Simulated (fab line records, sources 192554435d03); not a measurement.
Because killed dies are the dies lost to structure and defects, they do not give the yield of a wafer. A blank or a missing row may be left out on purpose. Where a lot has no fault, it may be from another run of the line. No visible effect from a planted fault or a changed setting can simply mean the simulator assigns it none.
fab line records	flow n5Finfet
[record] lots = 24	wafers = 72	lastDay = 19
route steps=1938 shown MOL_CONTACT_COAG@602 BEOL_M0_SAQP@640
lots with no fault: from the same line, run without faults
startH: hours from the record's first day to the start of the lot's first wafer shown	waitH: hours since the lot's step before	" same as the row above	L1.1+2: one row covering several wafers at once	- no value present, or no start provided	* or withheld: withheld	< > ~ a bound
route shown NAME@n: NAME is a module with steps in the file, n the number in the route of the first one	usual: mean/standard deviation of fault-free wafers	same: alike in all rows	chamber/n: place in a boat	sites: readings site by site	_std_site: their standard deviation	_edge_site: the outer-site mean with the inner-site mean subtracted	radiusMm: how far each site lies from the wafer's centre	mask NAME#n: copy n	behind: tool/chamber where the wafer was last shaped	hold: why the lot went on hold/how many hours it stayed there/how the hold came to an end	device: whichever transistor did not switch (one of n, p or np)	end of line: tests of these same wafers at the route's end	a step without rows: its recipe alone	killed: not the wafer's yield, but the dies lost to structure and defects at the first sort	map: the dies of a wafer, with x for killed, . for not killed, _ for no die there
set.NAME: setting as actually run; set.NAME@STEP: the setting as run at that earlier step	model.NAME: the simulator's own value behind a step, which no gauge read
one table for each step of the route and one row for each wafer, over a sample of lots
services: when a tool's chamber went out of use (startH, in hours from the record's first day, below 0 if earlier), for how many hours, and the reason
[[steps]]
[step N5_MOL_CONTACT_COAG_CD_MEAS_40]
[recipe] targetCdNm = 25.1	landingEnergyEv = 500	detector = seInlens	polarity = opening
[usual] cdNm = 25.13/0.24
lot.wafer	tool	chamber	startH	waitH	cdNm
L075.1	cdSem-03	0	117.35	-	25.42
L075.2	"	0	"	"	25.60
L075.6	"	0	"	"	25.15
L074.1	cdSem-02	0	117.54	-	25.32
L074.4	"	0	"	"	25.34
L074.6	"	0	"	"	24.91
L076.3	cdSem-01	0	118.23	-	25.26
L076.4	"	0	"	"	25.19
L076.6	"	0	"	"	25.19
L078.2	cdSem-02	0	120.93	-	24.77
L078.3	"	0	"	"	25.04
L078.6	"	0	"	"	25.02
L077.4	cdSem-03	0	127.32	-	25.21
L077.5	"	0	"	"	25.03
L077.6	"	0	"	"	25.28
L080.2	cdSem-03	0	137.39	-	24.83
L080.4	"	0	"	"	24.87
L080.5	"	0	"	"	24.60
L079.1	cdSem-02	0	138.82	-	25.43
L079.4	"	0	"	"	25.41
L079.6	"	0	"	"	25.24
L081.1	cdSem-01	0	140.13	-	25.00
L081.2	"	0	"	"	25.10
L081.6	"	0	"	"	25.32
L082.1	cdSem-02	0	149.98	-	25.03
L082.3	"	0	"	"	25.18
L082.4	"	0	"	"	25.08
L083.2	cdSem-03	0	153.60	-	24.94
L083.3	"	0	"	"	25.22
L083.6	"	0	"	"	25.50
L084.1	cdSem-02	0	159.07	-	24.94
L084.3	"	0	"	"	25.23
L084.4	"	0	"	"	25.24
L085.1	cdSem-02	0	167.96	-	25.42
L085.4	"	0	"	"	25.28
L085.6	"	0	"	"	24.99
L086.2	cdSem-01	0	174.32	-	24.89
L086.4	"	0	"	"	25.33
L086.5	"	0	"	"	25.05
L087.1	cdSem-02	0	177.15	-	25.46
L087.2	"	0	"	"	25.36
L087.5	"	0	"	"	25.23
L088.2	cdSem-02	0	190.36	-	24.57
L088.3	"	0	"	"	25.19
L088.6	"	0	"	"	25.14
L089.2	cdSem-02	0	193.75	-	25.35
L089.3	"	0	"	"	25.44
L089.5	"	0	"	"	25.28
L090.2	cdSem-01	0	199.59	-	25.30
L090.4	"	0	"	"	24.62
L090.6	"	0	"	"	24.97
L091.2	cdSem-01	0	200.06	-	25.54
L091.5	"	0	"	"	25.26
L091.6	"	0	"	"	25.05
L092.1	cdSem-03	0	208.29	-	25.30
L092.2	"	0	"	"	24.69
L092.4	"	0	"	"	25.47
L093.2	cdSem-03	0	215.39	-	25.44
L093.4	"	0	"	"	25.32
L093.6	"	0	"	"	25.38
L094.1	cdSem-01	0	220.40	-	25.33
L094.3	"	0	"	"	24.88
L094.4	"	0	"	"	25.18
L095.2	cdSem-01	0	225.66	-	25.16
L095.5	"	0	"	"	24.78
L095.6	"	0	"	"	25.35
L096.2	cdSem-02	0	234.70	-	24.99
L096.5	"	0	"	"	25.06
L096.6	"	0	"	"	25.04
L097.1	cdSem-03	0	237.75	-	25.27
L097.5	"	0	"	"	25.31
L097.6	"	0	"	"	24.97
[step N5_MOL_CONTACT_COAG_ETCH_48]
[recipe] chemistry = C4F6/O2	targetDepthA = 150	overetchA = 45	maskMaterial = SOC	target = SiOC	biasW = 465	pressureMtorr = 10	timeS = 17	sourceW = 335	Ar_flow_sccm = 300	C4F6_flow_sccm = 10	O2_flow_sccm = 10	ionEnergyEv = 576
[usual] biasW = 465.0/1.4	drypumpMotorCurrentA = 6.0/0.51	oes_f_703_au = 0.82/0.074	oesProductAu = 0.68/0.066	rfVppV = 1573/27	showerheadPlenumPTorr = 2.85/0.089	throttleValvePct = 40.6/0.43
[same] timeS = 17
lot.wafer	tool	chamber	startH	waitH	biasW	drypumpMotorCurrentA	oes_f_703_au	oesProductAu	rfHoursCounterH	rfVppV	showerheadPlenumPTorr	throttleValvePct
L075.1	rieDiel-05	3	118.01	0.0	465.8	5.6	0.68	0.54	265	1579	2.81	40.4
L075.2	"	2	"	"	464.3	5.6	0.81	0.64	165	1591	2.94	40.3
L075.6	"	3	"	"	465.0	5.5	0.68	0.55	-	1580	2.81	40.4
L074.1	rieDiel-03	1	118.21	0.0	465.0	6.5	0.91	0.80	22	1555	2.90	40.2
L074.4	"	3	"	"	464.3	5.6	0.70	0.58	213	1628	2.93	41.3
L074.6	"	3	"	"	463.9	5.6	0.71	0.59	-	1628	2.93	41.3
L076.3	rieDiel-05	3	119.08	0.0	465.6	5.6	0.68	0.57	266	1580	2.81	40.4
L076.4	"	0	"	"	465.1	5.4	0.86	0.72	-	1557	2.92	41.0
L076.6	"	3	"	"	464.8	5.6	0.68	0.53	-	1580	2.81	40.4
L078.2	rieDiel-03	3	122.12	0.0	467.8	5.6	0.70	0.61	215	1627	2.93	41.3
L078.3	"	2	"	"	465.6	6.7	0.89	0.79	39	1541	2.91	40.9
L078.6	"	2	"	"	466.9	6.7	0.89	0.74	-	1544	2.91	40.9
L077.4	rieDiel-03	2	127.97	0.0	464.0	6.7	0.88	0.70	41	1542	2.91	40.9
L077.5	"	0	"	"	468.3	6.0	0.85	0.69	-	1583	2.77	40.9
L077.6	"	1	"	"	464.3	6.5	0.91	0.75	-	1557	2.89	40.2
L080.2	rieDiel-01	1	138.05	0.0	465.0	6.4	0.88	0.74	36	1552	2.78	40.3
L080.4	"	2	"	"	464.5	5.4	0.70	0.63	190	1623	2.94	40.5
L080.5	"	1	"	"	464.3	6.4	0.87	0.74	-	1552	2.78	40.3
L079.1	rieDiel-03	3	139.58	0.0	465.6	5.6	0.70	0.60	222	1628	2.93	41.3
L079.4	"	2	"	"	464.8	6.8	0.88	0.71	45	1544	2.91	40.9
L079.6	"	2	"	"	465.1	6.7	0.88	0.69	-	1544	2.91	40.9
L081.1	rieDiel-03	0	141.55	0.0	464.4	6.0	0.84	0.72	58	1584	2.77	40.9
L081.2	"	1	"	"	463.7	6.5	0.91	0.81	30	1555	2.89	40.2
L081.6	"	2	"	"	466.4	6.7	0.89	0.73	-	1544	2.91	40.9
L082.1	rieDiel-01	0	150.81	0.0	464.2	6.2	0.77	0.68	135	1540	2.73	40.8
L082.3	"	1	"	"	465.7	6.4	0.86	0.68	40	1552	2.78	40.3
L082.4	"	3	"	"	463.2	5.2	0.79	0.66	154	1577	2.60	39.7
L083.2	rieDiel-03	2	154.34	0.0	466.5	6.7	0.87	0.69	50	1543	2.90	40.9
L083.3	"	0	"	"	466.2	6.0	0.83	0.71	63	1583	2.77	40.9
L083.6	"	1	"	"	464.3	6.5	0.90	0.75	-	1554	2.89	40.2
L084.1	rieDiel-01	1	159.73	0.0	465.5	6.5	0.87	0.67	43	1552	2.78	40.3
L084.3	"	2	"	"	464.7	5.4	0.71	0.64	198	1623	2.94	40.5
L084.4	"	3	"	"	465.1	5.2	0.78	0.64	157	1575	2.60	39.7
L085.1	rieDiel-03	1	168.62	0.0	466.3	6.5	0.88	0.72	40	1554	2.89	40.2
L085.4	"	0	"	"	464.4	6.0	0.83	0.72	69	1584	2.77	40.9
L085.6	"	1	"	"	466.9	6.5	0.88	0.77	-	1555	2.89	40.2
L086.2	rieDiel-03	3	174.98	0.0	463.2	5.6	0.69	0.61	233	1628	2.92	41.3
L086.4	"	2	"	"	465.9	6.7	0.87	0.69	56	1543	2.90	40.9
L086.5	"	2	"	"	463.8	6.7	0.87	0.73	-	1543	2.90	40.9
L087.1	rieDiel-03	0	178.30	0.0	467.2	6.0	0.83	0.73	71	1583	2.77	40.9
L087.2	"	3	"	"	464.9	5.6	0.69	0.62	235	1627	2.92	41.3
L087.5	"	2	"	"	465.1	6.7	0.86	0.71	-	1542	2.90	40.9
L088.2	rieDiel-05	3	191.70	0.0	465.1	5.6	0.94	0.79	8	1579	2.80	40.3
L088.3	"	1	"	"	465.6	6.2	0.89	0.78	24	1579	2.79	40.2
L088.6	"	1	"	"	468.4	6.2	0.89	0.75	-	1578	2.79	40.2
L089.2	rieDiel-05	3	194.93	0.0	465.4	5.6	0.94	0.73	10	1578	2.80	40.3
L089.3	"	2	"	"	463.9	5.6	0.78	0.55	199	1591	2.92	40.3
L089.5	"	3	"	"	465.4	5.5	0.95	0.77	-	1580	2.80	40.3
L090.2	rieDiel-01	0	200.25	0.0	463.9	6.2	0.76	0.63	150	1540	2.73	40.8
L090.4	"	3	"	"	463.8	5.2	0.77	0.62	169	1576	2.60	39.7
L090.6	"	0	"	"	464.3	6.2	0.75	0.65	-	1540	2.73	40.8
L091.2	rieDiel-05	3	200.72	0.0	465.6	5.5	0.94	0.76	12	1577	2.80	40.3
L091.5	"	0	"	"	463.2	5.3	0.82	0.71	-	1555	2.91	41.0
L091.6	"	1	"	"	462.8	6.2	0.88	0.78	-	1579	2.78	40.2
L092.1	rieDiel-01	3	208.95	0.0	464.0	5.1	0.78	0.65	171	1574	2.60	39.7
L092.2	"	2	"	"	463.5	5.4	0.70	0.61	213	1624	2.93	40.5
L092.4	"	1	"	"	466.2	6.5	0.84	0.70	59	1553	2.77	40.3
L093.2	rieDiel-03	1	216.52	0.0	464.2	6.5	0.86	0.68	54	1554	2.88	40.2
L093.4	"	3	"	"	465.4	5.6	0.69	0.52	247	1627	2.92	41.3
L093.6	"	2	"	"	464.8	6.7	0.85	0.64	-	1543	2.90	40.9
L094.1	rieDiel-03	0	221.07	0.0	463.2	6.0	0.81	0.68	84	1584	2.76	40.9
L094.3	"	3	"	"	463.9	5.6	0.68	0.58	248	1627	2.92	41.3
L094.4	"	2	"	"	469.7	6.7	0.85	0.74	70	1543	2.89	41.0
L095.2	rieDiel-05	0	226.32	0.0	465.0	5.4	0.81	0.67	71	1555	2.90	41.0
L095.5	"	0	"	"	465.9	5.4	0.81	0.65	-	1555	2.90	41.0
L095.6	"	3	"	"	467.7	5.5	0.92	0.76	-	1578	2.80	40.3
L096.2	rieDiel-05	3	235.69	0.0	466.0	5.5	0.92	0.80	21	1578	2.80	40.4
L096.5	"	1	"	"	465.1	6.2	0.87	0.71	-	1578	2.78	40.2
L096.6	"	3	"	"	466.4	5.5	0.91	0.75	-	1579	2.80	40.3
L097.1	rieDiel-05	3	238.57	0.0	464.3	5.5	0.91	0.73	22	1579	2.80	40.3
L097.5	"	2	"	"	463.8	5.6	0.77	0.61	-	1590	2.92	40.4
L097.6	"	3	"	"	466.3	5.5	0.91	0.75	-	1580	2.80	40.3
[step N5_MOL_CONTACT_COAG_THK_MEAS_53]
[recipe] reads = SiO2_of_MOL_CONTACT_COAG_PECVD_31
[usual] VIA_MOL_THK = 43.9/0.65
lot.wafer	tool	chamber	startH	waitH	VIA_MOL_THK[nm]
L075.1	filmMetro-01	-	119.11	-	42.7
L075.2	"	-	"	"	43.9
L075.6	"	-	"	"	43.6
L074.1	filmMetro-02	-	119.27	-	43.2
L074.4	"	-	"	"	45.1
L074.6	"	-	"	"	43.6
L076.3	filmMetro-02	-	120.18	-	43.9
L076.4	"	-	"	"	44.7
L076.6	"	-	"	"	44.8
L078.2	filmMetro-01	-	123.21	-	43.2
L078.3	"	-	"	"	43.5
L078.6	"	-	"	"	43.8
L077.4	filmMetro-01	-	129.01	-	43.0
L077.5	"	-	"	"	44.6
L077.6	"	-	"	"	43.8
L080.2	filmMetro-02	-	139.10	-	42.4
L080.4	"	-	"	"	44.7
L080.5	"	-	"	"	43.5
L079.1	filmMetro-01	-	140.61	-	42.9
L079.4	"	-	"	"	43.6
L079.6	"	-	"	"	43.9
L081.1	filmMetro-02	-	142.59	-	43.8
L081.2	"	-	"	"	44.7
L081.6	"	-	"	"	44.5
L082.1	filmMetro-01	-	151.85	-	43.3
L082.3	"	-	"	"	43.1
L082.4	"	-	"	"	44.0
L083.2	filmMetro-02	-	155.38	-	43.9
L083.3	"	-	"	"	43.7
L083.6	"	-	"	"	44.1
L084.1	filmMetro-01	-	161.09	-	44.0
L084.3	"	-	"	"	43.6
L084.4	"	-	"	"	44.9
L085.1	filmMetro-01	-	169.65	-	43.5
L085.4	"	-	"	"	43.5
L085.6	"	-	"	"	44.5
L086.2	filmMetro-01	-	176.04	-	44.8
L086.4	"	-	"	"	45.0
L086.5	"	-	"	"	43.1
L087.1	filmMetro-01	-	179.33	-	43.2
L087.2	"	-	"	"	43.7
L087.5	"	-	"	"	44.2
L088.2	filmMetro-02	-	192.74	-	44.3
L088.3	"	-	"	"	45.0
L088.6	"	-	"	"	44.1
L089.2	filmMetro-01	-	196.02	-	43.1
L089.3	"	-	"	"	43.6
L089.5	"	-	"	"	43.1
L090.2	filmMetro-02	-	201.28	-	43.2
L090.4	"	-	"	"	43.8
L090.6	"	-	"	"	44.3
L091.2	filmMetro-01	-	201.74	-	43.4
L091.5	"	-	"	"	44.2
L091.6	"	-	"	"	44.2
L092.1	filmMetro-02	-	209.99	-	43.4
L092.2	"	-	"	"	43.3
L092.4	"	-	"	"	43.7
L093.2	filmMetro-01	-	217.55	-	43.7
L093.4	"	-	"	"	43.5
L093.6	"	-	"	"	44.4
L094.1	filmMetro-02	-	222.10	-	44.6
L094.3	"	-	"	"	45.3
L094.4	"	-	"	"	43.9
L095.2	filmMetro-01	-	227.40	-	43.2
L095.5	"	-	"	"	44.2
L095.6	"	-	"	"	45.0
L096.2	filmMetro-01	-	236.72	-	44.3
L096.5	"	-	"	"	44.2
L096.6	"	-	"	"	44.9
L097.1	filmMetro-02	-	239.60	-	43.2
L097.5	"	-	"	"	43.9
L097.6	"	-	"	"	44.7
[step N5_BEOL_M0_SAQP_HM_DEP_111]
[recipe] material = SiO2	targetThkA = 120	tempC = 400	precursor = SiH4/N2O	pressureTorr = 0.75	rfW = 275	timeS = 7.2
[usual] heaterPowerW = 828/97	showerheadPlenumPTorr = 8.18/0.19
[same] timeS = 7.2
lot.wafer	tool	chamber	startH	waitH	heaterPowerW	showerheadPlenumPTorr
L075.1	pecvd-02	1	125.71	0.0	782	8.35
L075.2	"	0	"	"	699	7.84
L075.6	"	1	"	"	790	8.34
L074.1	pecvd-02	2	126.65	0.0	877	8.32
L074.4	"	0	"	"	681	7.83
L074.6	"	1	"	"	733	8.37
L076.3	pecvd-04	1	126.65	0.0	951	8.32
L076.4	"	1	"	"	928	8.31
L076.6	"	2	"	"	757	8.39
L078.2	pecvd-04	0	131.68	0.0	863	7.98
L078.3	"	1	"	"	1043	8.30
L078.6	"	1	"	"	1059	8.29
L077.4	pecvd-01	2	132.88	0.1	705	8.10
L077.5	"	1	"	"	863	8.17
L077.6	"	0	"	"	845	8.04
L080.2	pecvd-04	1	143.19	0.0	1040	8.30
L080.4	"	0	"	"	967	7.98
L080.5	"	1	"	"	1057	8.30
L079.1	pecvd-02	0	146.24	0.0	796	7.86
L079.4	"	0	"	"	780	7.85
L079.6	"	1	"	"	841	8.38
L081.1	pecvd-04	1	149.86	0.0	959	8.29
L081.2	"	0	"	"	952	7.96
L081.6	"	2	"	"	769	8.39
L082.1	pecvd-02	2	156.20	0.0	819	8.31
L082.3	"	0	"	"	678	7.83
L082.4	"	2	"	"	824	8.33
L083.2	pecvd-02	0	159.46	0.0	764	7.88
L083.3	"	2	"	"	745	8.33
L083.6	"	1	"	"	787	8.36
L084.1	pecvd-02	0	165.82	0.0	811	7.85
L084.3	"	1	"	"	718	8.37
L084.4	"	1	"	"	716	8.38
L085.1	pecvd-01	2	173.85	0.0	760	8.09
L085.4	"	2	"	"	763	8.08
L085.6	"	0	"	"	833	8.06
L086.2	pecvd-04	2	181.06	0.0	777	8.38
L086.4	"	1	"	"	1039	8.29
L086.5	"	0	"	"	776	7.97
L087.1	pecvd-04	0	183.16	0.0	934	7.98
L087.2	"	1	"	"	964	8.30
L087.5	"	2	"	"	707	8.40
L088.2	pecvd-04	1	196.79	0.0	1017	8.28
L088.3	"	0	"	"	940	7.98
L088.6	"	2	"	"	709	8.41
L089.2	pecvd-04	0	201.20	0.0	912	7.97
L089.3	"	1	"	"	1032	8.30
L089.5	"	1	"	"	1019	8.32
L090.2	pecvd-02	1	205.11	0.0	802	8.37
L090.4	"	1	"	"	815	8.36
L090.6	"	2	"	"	842	8.33
L091.2	pecvd-01	0	208.30	0.0	753	8.06
L091.5	"	0	"	"	775	8.04
L091.6	"	2	"	"	731	8.09
L092.1	pecvd-04	1	213.95	0.0	1061	8.30
L092.2	"	2	"	"	810	8.39
L092.4	"	0	"	"	885	8.00
L093.2	pecvd-02	0	221.39	0.0	821	7.84
L093.4	"	0	"	"	818	7.83
L093.6	"	2	"	"	793	8.33
L094.1	pecvd-01	1	226.30	0.0	815	8.14
L094.3	"	2	"	"	770	8.09
L094.4	"	2	"	"	786	8.10
L095.2	pecvd-01	0	232.81	0.0	717	8.07
L095.5	"	2	"	"	661	8.06
L095.6	"	0	"	"	746	8.03
L096.2	pecvd-02	1	243.51	0.0	822	8.38
L096.5	"	1	"	"	840	8.37
L096.6	"	0	"	"	848	7.86
L097.1	pecvd-01	0	243.91	0.0	712	8.05
L097.5	"	2	"	"	782	8.11
L097.6	"	1	"	"	821	8.13
[step N5_BEOL_M0_SAQP_OVL_MEAS_15]
[recipe] pointsPerWafer = 44
[usual] M0_CORE_OVL = 0.1/0.69
lot.wafer	tool	chamber	startH	waitH	M0_CORE_OVL[nm]
L075.1	overlay-02	0	126.07	0.0	0.1
L075.2	"	0	"	"	0.0
L075.6	"	0	"	"	-1.0
L074.1	overlay-02	0	127.13	0.0	-0.3
L074.4	"	0	"	"	0.0
L074.6	"	0	"	"	0.9
L076.3	overlay-01	0	127.29	0.0	0.8
L076.4	"	0	"	"	-0.4
L076.6	"	0	"	"	-1.0
L078.2	overlay-01	0	132.03	0.0	0.5
L078.3	"	0	"	"	0.4
L078.6	"	0	"	"	0.5
L077.4	overlay-02	0	133.20	0.0	0.4
L077.5	"	0	"	"	-1.3
L077.6	"	0	"	"	-0.4
L080.2	overlay-02	0	143.67	0.0	-0.8
L080.4	"	0	"	"	-0.4
L080.5	"	0	"	"	-0.1
L079.1	overlay-02	0	146.71	0.0	0.5
L079.4	"	0	"	"	0.4
L079.6	"	0	"	"	0.9
L081.1	overlay-02	0	150.22	0.0	1.7
L081.2	"	0	"	"	1.0
L081.6	"	0	"	"	1.4
L082.1	overlay-02	0	156.68	0.0	0.7
L082.3	"	0	"	"	0.9
L082.4	"	0	"	"	0.5
L083.2	overlay-01	0	159.82	0.0	0.5
L083.3	"	0	"	"	0.2
L083.6	"	0	"	"	-0.5
L084.1	overlay-02	0	166.30	0.0	0.0
L084.3	"	0	"	"	-0.1
L084.4	"	0	"	"	0.0
L085.1	overlay-01	0	174.33	0.0	0.1
L085.4	"	0	"	"	-0.8
L085.6	"	0	"	"	-0.7
L086.2	overlay-01	0	181.53	0.0	0.8
L086.4	"	0	"	"	1.5
L086.5	"	0	"	"	0.9
L087.1	overlay-01	0	183.52	0.0	-0.1
L087.2	"	0	"	"	0.9
L087.5	"	0	"	"	-0.7
L088.2	overlay-01	0	197.26	0.0	0.1
L088.3	"	0	"	"	0.7
L088.6	"	0	"	"	0.1
L089.2	overlay-02	0	201.55	0.0	0.4
L089.3	"	0	"	"	0.5
L089.5	"	0	"	"	-0.3
L090.2	overlay-01	0	205.59	0.0	-0.8
L090.4	"	0	"	"	0.7
L090.6	"	0	"	"	-0.2
L091.2	overlay-02	0	208.65	0.0	1.3
L091.5	"	0	"	"	0.3
L091.6	"	0	"	"	1.7
L092.1	overlay-02	0	214.30	0.0	0.5
L092.2	"	0	"	"	0.7
L092.4	"	0	"	"	-0.8
L093.2	overlay-02	0	221.87	0.0	0.7
L093.4	"	0	"	"	0.9
L093.6	"	0	"	"	1.5
L094.1	overlay-02	0	226.77	0.0	0.0
L094.3	"	0	"	"	-0.1
L094.4	"	0	"	"	1.1
L095.2	overlay-01	0	233.17	0.0	0.8
L095.5	"	0	"	"	-0.3
L095.6	"	0	"	"	-0.1
L096.2	overlay-01	0	243.98	0.0	-0.3
L096.5	"	0	"	"	-0.3
L096.6	"	0	"	"	-0.4
L097.1	overlay-02	0	244.38	0.0	-0.1
L097.5	"	0	"	"	-0.8
L097.6	"	0	"	"	-0.2
[step N5_BEOL_M0_SAQP_ETCH_107]
[recipe] chemistry = CH3F/O2	target = SiNx	targetDepthA = 300	maskMaterial = SOC	pressureMtorr = 30	sourceW = 395	biasW = 73	Ar_flow_sccm = 150	CH3F_flow_sccm = 30	O2_flow_sccm = 20	ionEnergyEv = 120
[usual] biasW = 72.97/0.2	drypumpMotorCurrentA = 5.6/0.34	oes_f_703_au = 0.76/0.077	oesProductAu = 0.76/0.084	rfVppV = 298/6.5	showerheadPlenumPTorr = 1.97/0.061	throttleValvePct = 16.39/0.22
lot.wafer	tool	chamber	startH	waitH	biasW	drypumpMotorCurrentA	oes_f_703_au	oesProductAu	rfHoursCounterH	rfVppV	showerheadPlenumPTorr	throttleValvePct
L075.1	rieDiel-02	3	128.66	0.0	72.71	5.7	0.74	0.73	199	287	1.97	16.55
L075.2	"	1	"	"	73.01	6.0	0.73	0.73	164	297	1.91	16.05
L075.6	"	3	"	"	72.96	5.7	0.73	0.73	-	287	1.97	16.54
L074.1	rieDiel-02	3	129.54	0.0	73.02	5.7	0.74	0.73	200	287	1.97	16.55
L074.4	"	1	"	"	72.80	6.0	0.72	0.72	165	298	1.91	16.07
L074.6	"	0	"	"	73.14	5.4	0.68	0.70	-	299	2.05	16.57
L076.3	rieDiel-06	2	129.93	0.0	72.70	5.2	0.73	0.72	199	304	2.07	16.41
L076.4	"	0	"	"	72.85	4.9	0.87	0.90	10	303	1.97	16.05
L076.6	"	3	"	"	72.85	5.3	0.75	0.75	-	300	1.92	16.68
L078.2	rieDiel-02	0	136.15	0.0	73.23	5.4	0.68	0.71	238	301	2.05	16.57
L078.3	"	1	"	"	72.94	6.0	0.72	0.73	168	300	1.91	16.08
L078.6	"	2	"	"	72.70	5.5	0.70	0.73	-	308	1.98	16.32
L077.4	rieDiel-06	2	136.84	0.0	72.52	5.2	0.74	0.72	202	303	2.07	16.43
L077.5	"	2	"	"	72.76	5.2	0.73	0.71	-	305	2.07	16.41
L077.6	"	1	"	"	73.01	5.7	0.78	0.75	-	298	1.92	16.35
L080.2	rieDiel-06	2	148.19	0.0	72.73	5.2	0.73	0.71	208	303	2.07	16.43
L080.4	"	3	"	"	73.16	5.3	0.74	0.75	165	301	1.92	16.69
L080.5	"	3	"	"	73.05	5.3	0.74	0.74	-	301	1.92	16.71
L079.1	rieDiel-06	2	149.23	0.0	72.90	5.2	0.73	0.72	208	303	2.07	16.43
L079.4	"	1	"	"	72.81	5.7	0.77	0.75	193	298	1.92	16.37
L079.6	"	3	"	"	73.21	5.4	0.74	0.75	-	300	1.92	16.70
L081.1	rieDiel-02	2	152.60	0.0	72.86	5.5	0.69	0.73	223	308	1.98	16.34
L081.2	"	3	"	"	73.00	5.7	0.72	0.72	210	289	1.96	16.57
L081.6	"	1	"	"	72.85	6.0	0.71	0.72	-	298	1.90	16.09
L082.1	rieDiel-04	2	159.29	0.0	73.15	5.2	0.75	0.73	155	303	2.10	16.49
L082.3	"	1	"	"	72.97	6.3	0.73	0.69	221	290	1.91	16.59
L082.4	"	0	"	"	73.32	5.8	0.99	0.96	-	288	1.97	16.05
L083.2	rieDiel-02	0	162.72	0.0	72.89	5.4	0.68	0.70	249	300	2.04	16.60
L083.3	"	3	"	"	73.03	5.7	0.73	0.71	214	288	1.96	16.58
L083.6	"	1	"	"	72.88	6.1	0.71	0.71	-	297	1.90	16.09
L084.1	rieDiel-06	0	168.74	0.0	72.96	4.9	0.85	0.87	26	305	1.96	16.08
L084.3	"	3	"	"	73.52	5.4	0.73	0.73	172	301	1.92	16.73
L084.4	"	1	"	"	72.99	5.7	0.77	0.74	200	299	1.92	16.38
L085.1	rieDiel-02	2	176.73	0.0	73.31	5.5	0.69	0.72	231	309	1.98	16.36
L085.4	"	2	"	"	73.24	5.5	0.69	0.71	-	309	1.98	16.36
L085.6	"	3	"	"	73.02	5.7	0.72	0.70	-	288	1.96	16.59
L086.2	rieDiel-04	2	184.52	0.0	72.88	5.2	0.74	0.72	164	303	2.10	16.50
L086.4	"	3	"	"	72.78	5.6	0.71	0.68	231	291	1.96	16.49
L086.5	"	2	"	"	72.91	5.2	0.73	0.73	-	305	2.10	16.52
L087.1	rieDiel-04	2	186.36	0.0	73.03	5.2	0.74	0.73	164	304	2.10	16.52
L087.2	"	1	"	"	72.96	6.2	0.72	0.70	230	291	1.91	16.61
L087.5	"	3	"	"	73.20	5.7	0.71	0.68	-	292	1.96	16.49
L088.2	rieDiel-06	3	199.82	0.0	72.83	5.3	0.73	0.73	179	301	1.91	16.73
L088.3	"	2	"	"	73.04	5.2	0.72	0.70	219	304	2.06	16.45
L088.6	"	2	"	"	73.26	5.2	0.72	0.71	-	303	2.06	16.47
L089.2	rieDiel-04	0	204.33	0.0	73.11	5.8	0.95	0.93	22	289	1.97	16.06
L089.3	"	3	"	"	72.80	5.7	0.71	0.68	236	292	1.96	16.50
L089.5	"	3	"	"	73.13	5.7	0.70	0.68	-	291	1.96	16.51
L090.2	rieDiel-04	2	208.16	0.0	73.19	5.2	0.73	0.72	171	304	2.09	16.52
L090.4	"	0	"	"	72.88	5.8	0.94	0.93	22	288	1.97	16.10
L090.6	"	2	"	"	72.94	5.2	0.73	0.73	-	303	2.09	16.53
L091.2	rieDiel-04	0	211.05	0.0	72.97	5.8	0.94	0.94	23	287	1.97	16.09
L091.5	"	3	"	"	73.06	5.6	0.71	0.69	-	292	1.95	16.53
L091.6	"	0	"	"	72.94	5.8	0.94	0.93	-	289	1.97	16.09
L092.1	rieDiel-04	1	217.02	0.0	73.20	6.2	0.71	0.69	240	290	1.90	16.63
L092.2	"	0	"	"	72.73	5.8	0.94	0.91	26	289	1.97	16.09
L092.4	"	2	"	"	72.65	5.3	0.73	0.71	175	303	2.09	16.54
L093.2	rieDiel-02	1	224.64	0.0	72.84	6.1	0.69	0.70	197	297	1.90	16.13
L093.4	"	3	"	"	73.16	5.7	0.71	0.70	235	288	1.96	16.61
L093.6	"	0	"	"	73.26	5.4	0.88	0.94	-	300	2.04	16.15
L094.1	rieDiel-06	1	229.17	0.0	72.43	5.7	0.76	0.74	210	298	1.91	16.41
L094.3	"	3	"	"	72.99	5.4	0.73	0.73	184	300	1.91	16.75
L094.4	"	0	"	"	72.97	4.9	0.83	0.86	-	303	1.96	16.11
L095.2	rieDiel-02	1	235.71	0.0	72.72	6.0	0.70	0.69	200	299	1.90	16.16
L095.5	"	3	"	"	72.80	5.7	0.71	0.70	-	287	1.96	16.62
L095.6	"	0	"	"	72.80	5.4	0.88	0.93	-	301	2.04	16.14
L096.2	rieDiel-02	3	247.08	0.0	72.66	5.7	0.71	0.70	241	288	1.95	16.63
L096.5	"	3	"	"	73.38	5.7	0.70	0.70	-	289	1.95	16.61
L096.6	"	1	"	"	73.03	6.1	0.71	0.70	-	298	1.90	16.12
L097.1	rieDiel-02	0	247.27	0.0	73.05	5.4	0.87	0.92	20	302	2.04	16.17
L097.5	"	3	"	"	72.86	5.7	0.70	0.70	-	289	1.95	16.63
L097.6	"	1	"	"	72.84	6.1	0.70	0.69	-	298	1.90	16.14
[[services]]
tool	chamber	startH	hours	kind
rieDiel-05	3	96.30	1.8	repair
pecvd-01	2	97.05	5.6	repair
pecvd-01	0	99.73	11.7	repair
rieDiel-05	2	100.11	16.3	repair
rieDiel-06	0	104.78	5.5	repair
pecvd-02	-	112.84	2.7	repair
rieDiel-04	-	116.06	28.1	pm
rieDiel-05	3	119.45	6.4	repair
pecvd-01	0	139.76	7.1	repair
rieDiel-02	1	154.13	5.4	repair
rieDiel-03	2	157.49	2.7	repair
rieDiel-02	0	165.92	-	clean
rieDiel-04	3	167.41	8.7	repair
pecvd-02	-	171.92	1.4	repair
pecvd-02	-	175.34	2.1	repair
rieDiel-02	-	179.40	1.0	repair
rieDiel-06	2	189.08	10.0	repair
rieDiel-06	2	226.76	7.4	repair
rieDiel-03	3	227.88	-	clean
rieDiel-03	3	227.88	-	consumableReplace:focusRing
rieDiel-03	3	227.88	18.7	scheduledDown
rieDiel-03	3	227.88	18.7	ventCycle
rieDiel-05	2	229.83	7.1	repair
rieDiel-04	3	236.60	5.9	repair
[[key]]
fault none
